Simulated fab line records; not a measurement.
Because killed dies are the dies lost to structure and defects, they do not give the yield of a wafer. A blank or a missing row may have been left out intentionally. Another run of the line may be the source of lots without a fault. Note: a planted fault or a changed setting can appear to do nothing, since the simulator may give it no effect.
Lot-split experiment ; flow n5_finfet ; 39 wafers read across 7 lots, on a route 1938 steps long

ABOUT THE SPLIT
At N5_BEOL_M4_DESCUM_16 (chemistry O2, time 7 s), the setting time_s was moved away from the recipe's 7 s on 12 of the 39 wafers read, by -31.6% to +53.7%. This setting was run at the recipe's value on the other wafers.

No step appears in the file between the split and the reading.

THE READING
CAR-EUV_of_BEOL_M4_COAT_05.thk_nm (the simulator's own value, which no gauge read), in nm, at N5_BEOL_M4_ETCH_74 (etches underlayer in N2/H2, target depth 6.5 nm, time 5.2 s). No usual value for it is given in the file. The 27 wafers here that ran the recipe average 20.3 nm, standard deviation 0.098 nm.

wafer;tool, chamber at the split;time_s as run, s;against the recipe;CAR-EUV_of_BEOL_M4_COAT_05.thk_nm, nm;against lot-mates on the recipe
L075.1;rie_diel-01, 0;7;recipe;20.4;-
L075.4;rie_diel-01, 1,3;7;recipe;20.4;-
L075.2;rie_diel-01, 2;10.76;+53.7%;18.4;-1.9
L075.5;rie_diel-01, 2;10.76;+53.7%;18.4;-1.9
L075.3;rie_diel-01, 3;10.76;+53.7%;18.2;-2.1
L075.6;rie_diel-01, 1,3;7;recipe;20.2;-
L076.1;rie_diel-03, 1,2,3,1;7;recipe;20.2;-
L076.4;rie_diel-03, 1,2,3,1;7;recipe;20.2;-
L076.5;rie_diel-03, 1,2,3,1;7;recipe;20.2;-
L076.2;rie_diel-03, 0;7;recipe;20.4;-
L076.3;rie_diel-03, 1,2,3,1;7;recipe;20.4;-
L076.6;rie_diel-03, 0;7;recipe;20.4;-
L085.2;rie_diel-04, 2,3;7;recipe;20.4;-
L085.5;rie_diel-04, 0;7;recipe;20.4;-
L085.3;rie_diel-04, 2,3;7;recipe;20.2;-
L091.1;rie_diel-01, 1;7;recipe;20.4;-
L091.4;rie_diel-01, 0,3;7;recipe;20.4;-
L091.5;rie_diel-01, 0,3;7;recipe;20.4;-
L091.2;rie_diel-01, 3,0,1;4.79;-31.6%;21.4;+1.0
L091.3;rie_diel-01, 3,0,1;4.79;-31.6%;21.6;+1.2
L091.6;rie_diel-01, 3,0,1;4.79;-31.6%;21.6;+1.2
L089.1;rie_diel-01, 0,3,2;9.043;+29.2%;19.2;-1.0
L089.5;rie_diel-01, 0,3,2;9.043;+29.2%;19.2;-1.0
L089.6;rie_diel-01, 0,3,2;9.043;+29.2%;19.2;-1.0
L089.2;rie_diel-01, 3,2,0;7;recipe;20.2;-
L089.3;rie_diel-01, 3,2,0;7;recipe;20.2;-
L089.4;rie_diel-01, 3,2,0;7;recipe;20.2;-
L095.1;rie_diel-03, 1;7;recipe;20.2;-
L095.2;rie_diel-03, 2,0,3,0,3;7;recipe;20.2;-
L095.4;rie_diel-03, 2,0,3,0,3;7;recipe;20.2;-
L095.5;rie_diel-03, 2,0,3,0,3;7;recipe;20.2;-
L095.6;rie_diel-03, 2,0,3,0,3;7;recipe;20.2;-
L095.3;rie_diel-03, 2,0,3,0,3;7;recipe;20.4;-
L096.1;rie_diel-01, 2,0,3;7;recipe;20.2;-
L096.4;rie_diel-01, 2,0,3;7;recipe;20.2;-
L096.6;rie_diel-01, 2,0,3;7;recipe;20.2;-
L096.2;rie_diel-01, 1,3,0;8.05;+15.0%;19.8;-0.4
L096.3;rie_diel-01, 1,3,0;8.05;+15.0%;19.8;-0.4
L096.5;rie_diel-01, 1,3,0;8.05;+15.0%;19.8;-0.4
If several chambers appear in one row, that row covers several wafers at once and the file leaves open which wafer was in which chamber.

THE FIT
A straight line over all 39 wafers: CAR-EUV_of_BEOL_M4_COAT_05.thk_nm changes by -0.0371 nm for each +1% of time_s; r = -0.99; the points scatter about the line by 0.097 nm.
The same after taking each lot's own level away (the mean of its wafers on the recipe; 39 wafers): -0.0361 nm for each +1%; r = -0.99; scatter 0.086 nm.
The reading moves by 1.9 nm for the largest change in time_s, on that fit.
The span of the lots' own levels, 20.20 to 20.40 nm, comes to 2.0 times the standard deviation stated above.
The two slopes agree, so the slope changes little with the lot-to-lot level.
Check: for one of the wafers moved furthest among these (+53.7%), held out of the fit, the line's prediction against its lot-mates is -1.93 nm. Against them it came out at -1.93 nm.

OTHER SPLITS APPLIED TO THESE WAFERS
Note: prior to the reading, these wafers also went through further splits. Each is held against what the fit with the lots' levels taken away leaves over:
other split on the same wafers;wafers away from the commonest value;r with CAR-EUV_of_BEOL_M4_COAT_05.thk_nm (lot level and that fit taken away)
N5_ZERO_LAYER_PECVD_02 time_s;18;-0.11
N5_ILD0_PRECLEAN_10 time_s;15;+0.05
N5_GATE_CUT_ALD_22 ald_cycles;12;+0.02
N5_MOL_CONTACT_COAG_ALD_133 ald_cycles;15;+0.00

THE WHOLE CHAIN: every reading that the file lists as answering this split, in the file's order
step;what it does;reading;change (the file's fit);r (the file's)
N5_BEOL_M4_DESCUM_16;chemistry O2, time 7 s;CAR-EUV_of_BEOL_M4_COAT_05.thk_nm (the simulator's own value, which no gauge read);-0.0348 nm for each +1% of the setting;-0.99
N5_BEOL_M4_ETCH_74;etches underlayer in N2/H2, target depth 6.5 nm, time 5.2 s;CAR-EUV_of_BEOL_M4_COAT_05.thk_nm (the simulator's own value, which no gauge read);-0.036 nm for each +1% of the setting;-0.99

THE FILE'S OWN FIT
CAR-EUV_of_BEOL_M4_COAT_05.thk_nm changes by -0.036 nm for each +1% of time_s, r = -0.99.
